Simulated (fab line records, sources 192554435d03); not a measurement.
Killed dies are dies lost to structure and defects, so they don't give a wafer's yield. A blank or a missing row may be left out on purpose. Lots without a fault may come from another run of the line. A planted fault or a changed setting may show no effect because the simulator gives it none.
Split-lot experiment | flow n5_finfet | 7 lots, 21 wafers read, on a route of 1938 steps

THE SPLIT
At N5_WELL_APT_COAT_02 (resist thk 950 nm), the setting spin_rpm was moved away from the recipe's 1357 rpm on 8 of the 21 wafers read, by -9.2% to +10.2%. The other wafers ran this setting at the recipe's value.

The reading is taken at the split's own step.

THE READING
coat_of_WELL_APT_COAT_02.thk_nm (the simulator's own value, which no gauge read), in nm, at N5_WELL_APT_COAT_02 (resist thk 950 nm). The file gives no usual value for it. The 13 wafers here that ran the recipe average 947.6 nm, standard deviation 1.6 nm.

wafer  | tool, chamber at the split | spin_rpm as run, rpm | against the recipe | coat_of_WELL_APT_COAT_02.thk_nm, nm | against lot-mates on the recipe
L079.4 | litho_track-03, 0          | 1232                 | -9.2%              | 1001                                | no lot-mate on the recipe
L079.5 | litho_track-03, 0          | 1232                 | -9.2%              | 995.8                               | no lot-mate on the recipe
L079.6 | litho_track-03, 0          | 1232                 | -9.2%              | 997                                 | no lot-mate on the recipe
L089.1 | litho_track-01, 0          | 1357                 | recipe             | 947.1                               | -
L089.2 | litho_track-01, 0          | 1357                 | recipe             | 948.9                               | -
L089.3 | litho_track-01, 0          | 1357                 | recipe             | 949.4                               | -
L090.1 | litho_track-04, 0          | 1357                 | recipe             | 946.5                               | -
L090.2 | litho_track-04, 0          | 1495                 | +10.2%             | 901.8                               | -44.7
L090.3 | litho_track-04, 0          | 1495                 | +10.2%             | 899.5                               | -47.0
L091.2 | litho_track-01, 0          | 1357                 | recipe             | 948                                 | -
L091.4 | litho_track-01, 0          | 1357                 | recipe             | 949.1                               | -
L091.6 | litho_track-01, 0          | 1357                 | recipe             | 945.9                               | -
L092.1 | litho_track-04, 0          | 1357                 | recipe             | 950                                 | -
L092.2 | litho_track-04, 0          | 1357                 | recipe             | 947.2                               | -
L092.4 | litho_track-04, 0          | 1357                 | recipe             | 947.5                               | -
L093.3 | litho_track-01, 0          | 1462                 | +7.7%              | 910.2                               | -35.8
L093.5 | litho_track-01, 0          | 1357                 | recipe             | 948.2                               | -
L093.6 | litho_track-01, 0          | 1357                 | recipe             | 943.7                               | -
L095.2 | litho_track-04, 0          | 1240                 | -8.6%              | 988.5                               | +41.6
L095.3 | litho_track-04, 0          | 1357                 | recipe             | 946.9                               | -
L095.4 | litho_track-04, 0          | 1240                 | -8.6%              | 989.3                               | +42.4

THE FIT
A straight line over all 21 wafers: coat_of_WELL_APT_COAT_02.thk_nm changes by -4.97 nm for each +1% of spin_rpm; r = -1.00; the points scatter about the line by 2.6 nm.
The same after taking each lot's own level away (the mean of its wafers on the recipe; 18 wafers): -4.66 nm for each +1%; r = -1.00; scatter 1.5 nm.
On that fit, the largest move of spin_rpm shifts the reading by 47 nm.
The lots' own levels span 945.95 to 948.47 nm, that is 1.6 times the standard deviation above.
So the lot-to-lot level changes the slope little: the two slopes agree.
Check: with one of the wafers moved furthest among these (+10.2%) left out of the fit, the line predicts -48 nm for it against its lot-mates. It came out at -44.7 nm against them.

THE FILE'S OWN FIT
coat_of_WELL_APT_COAT_02.thk_nm changes by -4.65 nm for each +1% of spin_rpm, r = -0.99.
